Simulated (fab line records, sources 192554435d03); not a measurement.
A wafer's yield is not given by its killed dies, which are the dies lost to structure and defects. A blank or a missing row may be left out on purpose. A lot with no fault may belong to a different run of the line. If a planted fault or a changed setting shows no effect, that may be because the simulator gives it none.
Which tool was responsible? -- flow n5_finfet -- 24 lots, 72 wafers sampled, at 2 steps of a route of 1938

## WHAT EACH GAUGE READ, for each wafer
N5_BEOL_M8_INSPECT_58: inspects for defects (darkfield). Usual: raw_defect_count at 67, with a standard deviation of 18.
lot,measured,on,raw_defect_count,flag
L076,day 11 08:59,defect_inspect-01,86 91 51,
L074,day 11 09:10,defect_inspect-01,36 43 58,
L075,day 11 14:23,defect_inspect-01,42 64 36,
L077,day 11 18:37,defect_inspect-02,45 90 58,
L078,day 12 03:29,defect_inspect-02,83 110 54,
L079,day 12 14:46,defect_inspect-01,49 67 45,
L081,day 12 16:47,defect_inspect-01,71 115 90,
L080,day 12 20:59,defect_inspect-02,56 69 67,
L082,day 12 23:29,defect_inspect-01,52 61 53,
L085,day 13 04:28,defect_inspect-01,80 77 45,
L083,day 13 08:31,defect_inspect-01,79 52 84,
L084,day 13 19:41,defect_inspect-01,55 82 70,
L087,day 14 01:32,defect_inspect-02,72 72 95,
L089,day 14 04:09,defect_inspect-01,56 58 50,
L086,day 14 05:49,defect_inspect-02,65 90 77,
L088,day 14 20:22,defect_inspect-01,60 59 55,
L090,day 14 23:49,defect_inspect-01,52 74 62,
L091,day 15 13:55,defect_inspect-02,81 47 54,
L092,day 15 17:42,defect_inspect-02,55 52 44,
L093,day 16 02:59,defect_inspect-01,90 102 66,
L094,day 16 05:01,defect_inspect-02,71 82 53,
L096,day 16 06:03,defect_inspect-02,67 50 67,
L095,day 16 06:14,defect_inspect-01,58 67 57,
L097,day 17 02:08,defect_inspect-01,45 61 79,

## TOOL THAT RAN EACH LOT (tool first, then ch and the chambers of the sampled wafers, then the start)
lot,N5_BEOL_M8_ANNEAL_51
L076,"rtp_anneal-01 ch 0, day 11 08:11"
L074,"rtp_anneal-01 ch 0, day 11 08:25"
L075,"rtp_anneal-02 ch 0, day 11 13:37"
L077,"rtp_anneal-02 ch 0, day 11 17:53"
L078,"rtp_anneal-01 ch 0, day 12 02:44"
L079,"rtp_anneal-01 ch 0, day 12 14:01"
L081,"rtp_anneal-02 ch 0, day 12 16:04"
L080,"rtp_anneal-01 ch 0, day 12 20:14"
L082,"rtp_anneal-02 ch 0, day 12 22:45"
L085,"rtp_anneal-01 ch 0, day 13 03:44"
L083,"rtp_anneal-01 ch 0, day 13 07:46"
L084,"rtp_anneal-02 ch 0, day 13 18:58"
L087,"rtp_anneal-01 ch 0, day 14 00:52"
L089,"rtp_anneal-02 ch 0, day 14 03:25"
L086,"rtp_anneal-02 ch 0, day 14 05:05"
L088,"rtp_anneal-02 ch 0, day 14 19:32"
L090,"rtp_anneal-01 ch 0, day 14 23:05"
L091,"rtp_anneal-01 ch 0, day 15 13:10"
L092,"rtp_anneal-01 ch 0, day 15 16:58"
L093,"rtp_anneal-02 ch 0, day 16 02:17"
L094,"rtp_anneal-02 ch 0, day 16 04:21"
L096,"rtp_anneal-02 ch 0, day 16 05:18"
L095,"rtp_anneal-01 ch 0, day 16 05:29"
L097,"rtp_anneal-01 ch 0, day 17 01:21"
- N5_BEOL_M8_ANNEAL_51: time 90 s.

## AS READ BY THE TOOLS THEMSELVES (means over the sampled wafers that have a number; for cases with no such wafer, the mark the record gives instead)
N5_BEOL_M8_ANNEAL_51. Usual: wafer_temp_C_max at 225.83, with a standard deviation of 0.29.
lot,tool,wafer_temp_C_max,flag
L076,rtp_anneal-01,225.54,
L074,rtp_anneal-01,225.33,
L075,rtp_anneal-02,225.81,
L077,rtp_anneal-02,226.04,
L078,rtp_anneal-01,225.69,
L079,rtp_anneal-01,225.54,
L081,rtp_anneal-02,226.13,
L080,rtp_anneal-01,225.90,
L082,rtp_anneal-02,226.19,
L085,rtp_anneal-01,225.92,
L083,rtp_anneal-01,225.41,
L084,rtp_anneal-02,225.97,
L087,rtp_anneal-01,225.63,
L089,rtp_anneal-02,225.96,
L086,rtp_anneal-02,225.95,
L088,rtp_anneal-02,226.09,
L090,rtp_anneal-01,225.62,
L091,rtp_anneal-01,225.66,
L092,rtp_anneal-01,225.76,
L093,rtp_anneal-02,226.17,
L094,rtp_anneal-02,226.05,
L096,rtp_anneal-02,225.88,
L095,rtp_anneal-01,225.91,
L097,rtp_anneal-01,225.67,

## THE ANSWER, worked out from the rows above alone
Rule: lot off if the mean of its wafers having a number is beyond 3 standard deviations from the usual mean. Also off: a lot with no number at a reading for which 4 or more lots have one. The other lots that the step has rows for count as sound. Order of review: gauges by route order, followed by the tools' own readings, for which a lot's mean as printed above is used. The first step at which some lot is off is used, and at that step the reading that is off furthest; a lot without a number counts as furthest.
No lot is off at any reading shown: from this, nothing can be told.

## WHAT THE SIMULATOR PUT IN
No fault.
